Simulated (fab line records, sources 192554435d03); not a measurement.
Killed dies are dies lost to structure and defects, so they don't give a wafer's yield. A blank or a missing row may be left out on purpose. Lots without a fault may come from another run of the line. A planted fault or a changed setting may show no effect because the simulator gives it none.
fab line records | flow n5_finfet
record lots=7 wafers=39
route steps=1938 shown WELL_APT@39 DUMMY_GATE@228 HKMG_FIN@403 GATE_CUT@501 MOL_CONTACT_COAG@544 BEOL_M4@1111
start_h: hours from the record's first day to the start of the lot's first wafer shown | wait_h: hours since the lot's step before | " the same as in the row above | L1.1+2: a row that stands for several wafers | - no value, or no start given | * or withheld: withheld | < > ~ a bound
route shown NAME@n: a module of which the file shows steps, and the number in the route of the first | usual: mean/standard deviation of fault-free wafers | same: alike in all rows | chamber/n: place in a boat | sites: the reading at each site | _std_site: their standard deviation | _edge_site: outer sites' mean less inner sites' | radius_mm: how far each site lies from the wafer's centre | mask NAME#n: copy n | behind: the tool/chamber that last shaped the wafer | hold: why the lot was held/for how many hours/how that ended | device: the transistor (n, p or np) that didn't switch | end of line: the same wafers' tests at the end of the route | a step without rows: its recipe alone | killed: dies lost to structure and defects at the first sort, not the wafer's yield | map: a wafer's dies, x killed, . not, _ none there
set.NAME: the setting as run; set.NAME@STEP: as run at that earlier step | model.NAME: the simulator's own value behind a step, which no gauge read
lots whose settings were changed on purpose; a table a step, a row a wafer
## steps
# step N5_WELL_APT_EXPOSE_22
# recipe mask_id=PWELL na=0.8 source_shape=conventional sigma_outer=0.8 polarization=unpolarized defocus_nm=0 target_cd_nm=200 dose_mj=23.2
# step N5_WELL_APT_EPI_41
# recipe material=Si target_thk_a=500 temp_c=650 precursor=SiH4/H2 pressure_torr=20 time_s=297.7
# step N5_DUMMY_GATE_EXPOSE_12
# recipe mask_id=GATE na=0.33 source_shape=annular sigma_inner=0.2 sigma_outer=0.6 polarization=unpolarized target_cd_nm=25 dose_mj=34
# step N5_DUMMY_GATE_ETCH_42
# recipe chemistry=CHF3/O2 target=SiO2 target_depth_a=35 time_s=31 ion_energy_ev=30 bias_w=12 pressure_mtorr=30 source_w=600 Ar_flow_sccm=200 CHF3_flow_sccm=50 O2_flow_sccm=5
# step N5_HKMG_FIN_ETCH_55
# recipe chemistry=N2/H2 target=SOC target_depth_a=2400 temp_c=40 time_s=300 ion_energy_ev=200 mask_material=SiARC pressure_mtorr=30 source_w=840 bias_w=150 n2_flow_sccm=200 h2_flow_sccm=200
# step N5_HKMG_FIN_CVD_62
# recipe material=a-Si target_thk_a=30 temp_c=500 precursor=Si2H6 pressure_torr=1 time_s=20.8
# step N5_HKMG_FIN_ALD_91
# recipe material=TiN target_thk_a=10 temp_c=400 ald_precursor_family=TiCl4 ald_co_reactant=NH3 pulse_time_s=1 purge_time_s=3 co_reactant_purge_time_s=2 co_reactant_pulse_time_s=2 ald_cycles=47 pressure_torr=3
# step N5_GATE_CUT_CUT_ETCH_54
# recipe chemistry=Cl2/BCl3 target=TiN mask_material=SiO2 target_depth_a=967 pressure_mtorr=10 icp_w=1000 bias_w=126 Cl2_flow_sccm=53.25 bcl3_flow_sccm=21.75 Ar_flow_sccm=25 ends=cleared
# step N5_MOL_CONTACT_COAG_ALD_20
# recipe material=TiN target_thk_a=15 temp_c=400 ald_precursor_family=TiCl4 ald_co_reactant=NH3 pulse_time_s=1 purge_time_s=3 co_reactant_purge_time_s=2 co_reactant_pulse_time_s=2 ald_cycles=68 pressure_torr=3
# step N5_BEOL_M4_RC_MEAS_101
# usual CJ_N=4.36/0.084 DIBL_N=36.3/1.4 DIBL_P=36.2/1.5 IOFF_N_85C=3.1/0.34 IOFF_N_LONG=5.61e-05/2.4e-06 IOFF_P_85C=3.7/0.4 VT_N=249.3/2.5 VT_N_LONG=274.5/2.1 VT_N_LVT=97.9/2.5
# columns lot.wafer tool chamber start_h wait_h set.dose_mj@WELL_APT_EXPOSE_22 set.target_thk_a@WELL_APT_EPI_41 set.dose_mj@DUMMY_GATE_EXPOSE_12 set.bias_w@DUMMY_GATE_ETCH_42 set.time_s@HKMG_FIN_ETCH_55 set.time_s@HKMG_FIN_CVD_62 set.ald_cycles@HKMG_FIN_ALD_91 set.icp_w@GATE_CUT_CUT_ETCH_54 set.co_reactant_pulse_time_s@MOL_CONTACT_COAG_ALD_20 CJ_N DIBL_N[mV/V] DIBL_P[mV/V] IOFF_N_85C[nA/um] IOFF_N_LONG[nA/um] IOFF_P_85C[nA/um] VT_N[mV] VT_N_LONG[mV] VT_N_LVT[mV]
L074.1 prober-01 0 162.84 0.0 23.2 521.1 34 12 345.4 20.8 47 1056 2 4.20 37.2 37.7 3.7 5.47e-05 3.8 246.5 277.3 95.9
L074.2 " 0 " " 23.2 500 34 12 300 20.8 47 1056 2 4.42 34.3 34.3 2.9 5.44e-05 3.2 249.2 274.0 98.0
L074.3 " 0 " " 23.2 500 32.07 12 300 20.8 47 1056 2 4.40 31.8 30.3 2.2 5.51e-05 2.6 254.0 274.4 102.2
L074.4 " 0 " " 23.2 500 32.07 12 345.4 20.8 47 1000 2 4.49 32.9 31.4 2.5 5.59e-05 2.7 250.8 277.7 100.1
L074.5 " 0 " " 23.2 521.1 34 12 300 20.8 47 1000 2 4.18 35.2 35.0 3.0 5.44e-05 3.2 250.1 274.3 98.3
L074.6 " 0 " " 23.2 521.1 32.07 12 345.4 20.8 47 1000 2 4.17 32.3 31.5 2.4 5.43e-05 2.7 253.1 275.1 100.9
L077.1 prober-02 0 183.55 0.0 23.2 479.1 31.55 12 300 20.92 47 1000 2.472 4.57 34.7 34.9 2.6 5.73e-05 3.5 251.5 278.4 98.3
L077.2 " 0 " " 23.79 500 34 12 300 20.8 50 1000 2 4.38 37.4 37.7 2.7 4.92e-05 4.4 253.0 282.2 103.0
L077.3 " 0 " " 23.2 500 31.55 12 300 20.8 47 831.2 2 4.37 32.7 31.1 2.1 5.75e-05 2.8 255.0 274.0 102.0
L077.4 " 0 " " 23.79 479.1 34 12 336.3 20.8 50 831.2 2.472 4.53 37.4 37.6 2.6 4.93e-05 4.3 253.9 281.1 103.9
L077.5 " 0 " " 23.79 500 31.55 12 336.3 20.92 50 831.2 2.472 4.39 32.9 31.6 1.7 4.78e-05 3.1 261.7 279.7 110.2
L077.6 " 0 " " 23.2 479.1 34 12 336.3 20.92 47 1000 2 4.60 37.4 37.4 3.2 5.8e-05 4.0 248.7 275.2 96.3
L080.1 prober-01 0 204.77 0.0 23.2 461.3 34 12 300 20.8 47 1000 2.455 4.68 37.6 37.0 2.8 5.13e-05 3.7 253.8 278.4 103.9
L080.2 " 0 " " 23.2 461.3 34 12 300 20.61 47 1000 2 4.65 36.7 35.7 2.6 4.95e-05 3.6 255.1 281.0 105.1
L080.3 " 0 " " 23.2 461.3 34.9 12 263.6 20.8 47 1108 2 4.77 39.9 38.9 3.4 5.07e-05 4.3 252.4 282.3 101.5
L080.4 " 0 " " 23.2 500 34.9 12 300 20.61 47 1108 2.455 4.37 39.7 39.2 3.5 4.97e-05 4.3 248.5 277.9 100.3
L080.5 " 0 " " 23.2 500 34.9 12 263.6 20.8 47 1000 2 4.45 39.3 37.3 3.2 5.04e-05 3.9 251.8 279.9 102.2
L080.6 " 0 " " 23.2 500 34 12 263.6 20.61 47 1108 2.455 4.38 38.3 36.7 3.0 5.05e-05 3.7 251.2 278.3 103.3
L081.1 prober-01 0 214.24 0.0 22.1 500 34 12 300 20.99 47 1055 2 4.49 36.2 33.7 2.8 5.83e-05 3.2 248.7 274.4 96.9
L081.2 " 0 " " 22.1 500 32.95 12 228 20.99 47 1000 2.407 4.50 34.7 32.7 2.5 5.85e-05 3.0 250.3 274.5 98.6
L081.3 " 0 " " 23.2 500 32.95 12 228 20.8 44 1055 2 4.50 35.3 33.4 3.3 7.01e-05 2.9 244.0 265.7 91.3
L081.4 " 0 " " 22.1 500 32.95 12.72 300 20.8 47 1055 2.407 4.45 34.9 33.1 2.6 5.9e-05 3.1 250.2 272.7 97.9
L081.5 " 0 " " 23.2 500 34 12.72 300 20.99 44 1000 2.407 4.43 35.9 34.0 3.5 7e-05 3.2 241.5 268.7 89.9
L081.6 " 0 " " 23.2 500 34 12.72 228 20.8 44 1000 2 4.45 36.6 34.4 3.6 7.17e-05 3.1 240.7 265.3 89.9
L082.1 prober-01 0 217.77 0.0 23.2 500 34.87 12 276.4 21.09 47 894 2 4.38 37.4 39.3 3.8 5.85e-05 4.2 247.2 271.6 90.8
L082.2 " 0 " " 23.88 469.5 34.87 12 300 20.8 47 1000 2 4.68 37.9 39.7 3.8 5.92e-05 4.5 243.0 273.1 92.0
L082.3 " 0 " " 23.2 469.5 34 12 276.4 21.09 48 1000 2 4.70 34.2 34.9 2.5 5.66e-05 3.3 254.6 274.3 100.0
L082.4 " 0 " " 23.2 500 34.87 11.36 300 20.8 48 894 2 4.40 36.7 38.0 3.1 5.5e-05 4.1 252.4 275.2 97.3
L082.5 " 0 " " 23.88 500 34 11.36 276.4 20.8 47 1000 2 4.35 36.2 38.0 3.4 5.86e-05 4.0 248.7 273.6 93.5
L082.6 " 0 " " 23.88 469.5 34 11.36 300 21.09 48 894 2 4.73 35.1 35.7 2.7 5.63e-05 3.6 251.1 277.1 98.0
L087.1 prober-01 0 260.55 0.0 23.2 523.8 34 10.03 300 20.8 51 1088 2 3.96 35.2 35.3 2.4 4.44e-05 4.0 259.3 284.2 106.7
L087.2 " 0 " " 23.2 500 34 10.03 300 20.8 51 1000 2 4.26 36.3 37.1 2.5 4.63e-05 4.4 258.6 281.3 106.0
L087.3 " 0 " " 23.2 523.8 34 12 300 20.8 47 1000 2 3.95 35.9 36.3 3.2 5.73e-05 3.8 247.8 274.1 97.6
L087.4 " 0 " " 23.2 500 34 10.03 300 20.8 47 1000 2 4.27 35.5 35.5 3.0 5.92e-05 3.7 253.7 274.1 99.1
L087.5 " 0 " " 23.2 500 34 12 300 20.8 51 1088 2 4.21 34.2 35.0 2.1 4.57e-05 3.8 259.7 282.5 109.7
L087.6 " 0 " " 23.2 523.8 34 12 300 20.8 47 1088 2 3.99 35.8 35.8 3.2 5.69e-05 3.7 250.9 273.7 98.6
L097.3 prober-01 0 313.48 0.3 23.2 500 34 12 300 20.8 47 1000 2 4.42 36.2 36.6 3.1 5.54e-05 3.7 250.7 276.0 99.4
L097.4 " 0 " " 23.2 500 34 12 300 20.8 47 1000 2 4.38 35.2 34.4 2.6 5.45e-05 3.1 253.3 276.6 101.9
L097.6 " 0 " " 23.2 500 34 12 300 20.8 47 1000 2 4.40 37.5 37.0 3.2 5.47e-05 3.8 250.6 276.8 99.2
## key
split step=N5_WELL_APT_EXPOSE_22 setting=dose_mj stated_as=23.2
response none clear
split step=N5_WELL_APT_EPI_41 setting=target_thk_a stated_as=500
response step=N5_BEOL_M4_RC_MEAS_101 reading=CJ_N slope=-0.0472 per=1% together_with=all explained=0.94
split step=N5_DUMMY_GATE_EXPOSE_12 setting=dose_mj stated_as=34
response step=N5_BEOL_M4_RC_MEAS_101 reading=DIBL_N slope=+0.583 per=1% together_with=all explained=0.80
response step=N5_BEOL_M4_RC_MEAS_101 reading=DIBL_P slope=+0.755 per=1% together_with=all explained=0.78
response step=N5_BEOL_M4_RC_MEAS_101 reading=IOFF_N_85C slope=+0.142 per=1% together_with=all explained=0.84
response step=N5_BEOL_M4_RC_MEAS_101 reading=IOFF_P_85C slope=+0.148 per=1% together_with=all explained=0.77
response step=N5_BEOL_M4_RC_MEAS_101 reading=VT_N_LVT slope=-0.698 per=1% together_with=all explained=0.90
split step=N5_DUMMY_GATE_ETCH_42 setting=bias_w stated_as=12
response none clear
split step=N5_HKMG_FIN_ETCH_55 setting=time_s stated_as=300
response none clear
split step=N5_HKMG_FIN_CVD_62 setting=time_s stated_as=20.8
response none clear
split step=N5_HKMG_FIN_ALD_91 setting=ald_cycles stated_as=47
response step=N5_BEOL_M4_RC_MEAS_101 reading=IOFF_N_LONG slope=-1.51e-06 per=1% together_with=all explained=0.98
response step=N5_BEOL_M4_RC_MEAS_101 reading=VT_N_LVT slope=+1.24 per=1% together_with=all explained=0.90
response step=N5_BEOL_M4_RC_MEAS_101 reading=VT_N_LONG slope=+0.967 per=1% together_with=all explained=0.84
response step=N5_BEOL_M4_RC_MEAS_101 reading=VT_N slope=+1.03 per=1% together_with=all explained=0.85
response step=N5_BEOL_M4_RC_MEAS_101 reading=IOFF_N_85C slope=-0.111 per=1% together_with=all explained=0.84
split step=N5_GATE_CUT_CUT_ETCH_54 setting=icp_w stated_as=1000
response none clear
split step=N5_MOL_CONTACT_COAG_ALD_20 setting=co_reactant_pulse_time_s stated_as=2
response none clear
